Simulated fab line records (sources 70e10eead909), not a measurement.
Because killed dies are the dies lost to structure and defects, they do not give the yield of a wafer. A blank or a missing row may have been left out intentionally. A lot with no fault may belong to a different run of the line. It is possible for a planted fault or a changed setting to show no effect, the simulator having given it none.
A lot that was struck, set against a sound lot / flow nand harc / 13 steps out of a route of 1302
Sound: the wafers L740.2, L740.3, L740.5. Struck: wafer L741.6. At the end, the cause is stated.
Order at every step that has rows: each side's tool, ch and its chambers, its first start. Under that, the readings that differ: sound wafers / struck wafers / difference of the means / sigmas: that difference in standard deviations of wafers without a fault.
alike: readings whose means differ by less than 2 such deviations, and words and numbers that are the same on both sides. not compared: withheld readings, readings that some wafer has no value for, bounds like >300 that may hide the same value, and numbers for which the record gives no deviation and whose values overlap.
The two part at a step that has a row with sigmas, a row that says differs or no value, or rows on one side only. When numbers do not overlap yet have no deviation, they are printed without sigmas and do not part them. A reading that every wafer of one side lacks parts them only if that side has two wafers or more.

first, 10 steps without rows for these wafers: NHARC_A_STAIRCASE_SRD_241; NHARC_A_STAIRCASE_DEHYDRATE_242 (time 120 s); NHARC_A_STAIRCASE_HMDS_243 (time 30 s); NHARC_A_STAIRCASE_COAT_244; NHARC_A_STAIRCASE_SOFTBAKE_245 (time 170 s); NHARC_A_STAIRCASE_EBR_246; NHARC_A_STAIRCASE_EXPOSE_247 (exposes mask SDS 1); NHARC_A_STAIRCASE_PEB_248 (peb time 130 s); NHARC_A_STAIRCASE_DEVELOP_249 (time 140 s); NHARC_A_STAIRCASE_HARDBAKE_251 (time 140 s).
NHARC_A_STAIRCASE_DESCUM_252: chemistry O2, time 3 s.
  sound on rie diel-04 ch 2,3, day 17 15:46; struck on rie diel-04 ch 2, day 17 16:39
  alike: drypump motor current A, oes product au, rf vpp V, showerhead plenum p Torr, throttle valve pct
  not compared: rf hours counter h
NHARC_A_STAIRCASE_ETCH_253: etches the open film in C4F8/O2, target depth 50 nm, time 20.2 s.
  sound on rie diel-04 ch 0,2,3, day 17 15:53; struck on rie diel-04 ch 3, day 17 16:43
reading=run length s (s); sound=41.3 42.0 41.2; struck=39.4; difference=-2.1; sigmas=-4
  alike: oes product au, rf vpp V
  not compared: rf hours counter h
NHARC_A_STAIRCASE_STRIP_254: strips in O2.
  sound on plasma asher-02 ch 0,1, day 17 16:01; struck on plasma asher-01 ch 1, day 17 17:02
reading=drypump motor current A (A); sound=5.4 4.8 4.8; struck=5.7; difference=+0.7; sigmas=+2
  alike: heater power w
  not compared: rf hours counter h

WHERE THEY PART
Last at NHARC_A_STAIRCASE_STRIP_254 as far as this record goes, first at NHARC_A_STAIRCASE_ETCH_253.

WHY: what had been put in by the simulator
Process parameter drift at NHARC_A_STAIRCASE_ETCH_253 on rie diel-04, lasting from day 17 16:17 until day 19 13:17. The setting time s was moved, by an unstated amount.
